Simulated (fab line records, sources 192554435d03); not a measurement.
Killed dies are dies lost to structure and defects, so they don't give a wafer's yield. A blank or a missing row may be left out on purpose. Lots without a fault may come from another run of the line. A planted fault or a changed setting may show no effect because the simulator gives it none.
Which tool did it? | flow n5_finfet | 11 lots, 33 wafers sampled, at 1 step of a route of 1938

WHAT THE GAUGES READ, wafer by wafer
N5_BEOL_M14_THK_MEAS_01.
lot  | measured     | on            | M14_ILD_THK (nm)
L077 | day 12 00:59 | film_metro-02 | 1078 1073 1103
L079 | day 12 15:31 | film_metro-01 | 1102 1089 1120
L076 | day 12 19:41 | film_metro-01 | 1089 1102 1111
L083 | day 14 04:47 | film_metro-02 | 1110 1139 1123
L085 | day 14 09:13 | film_metro-02 | 1134 1124 1149
L086 | day 14 23:59 | film_metro-02 | 1140 1119 1157
L087 | day 16 00:46 | film_metro-02 | 1121 1115 1127
L089 | day 16 04:07 | film_metro-01 | 1107 1122 1127
L092 | day 17 09:29 | film_metro-02 | 1125 1090 1099
L093 | day 18 02:03 | film_metro-01 | 1120 1108 1135
L096 | day 18 12:04 | film_metro-02 | 1126 1115 1150

WHICH TOOL RAN EACH LOT (tool, then ch and the chambers of the sampled wafers, then the start)
The record holds no process step before these readings.

THE ANSWER, worked out from the rows above alone
Rule: what is usual is taken from the lots themselves. Put in order of their means at a reading, lots are off if they are a third of the lots or fewer, leave a main group of 4 or more, and stand apart from it by a gap of 3 or more times the standard deviation of the main group's means; of several such gaps the widest counts. A main group whose means are all the same, to the digits that the tables above print for the reading, isn't used. A lot without any number at a reading at which 4 lots or more have one is off too. The other lots that the step has rows for count as sound.
No lot is off at any reading shown: from this, nothing can be told.

WHAT THE SIMULATOR HAD PUT IN
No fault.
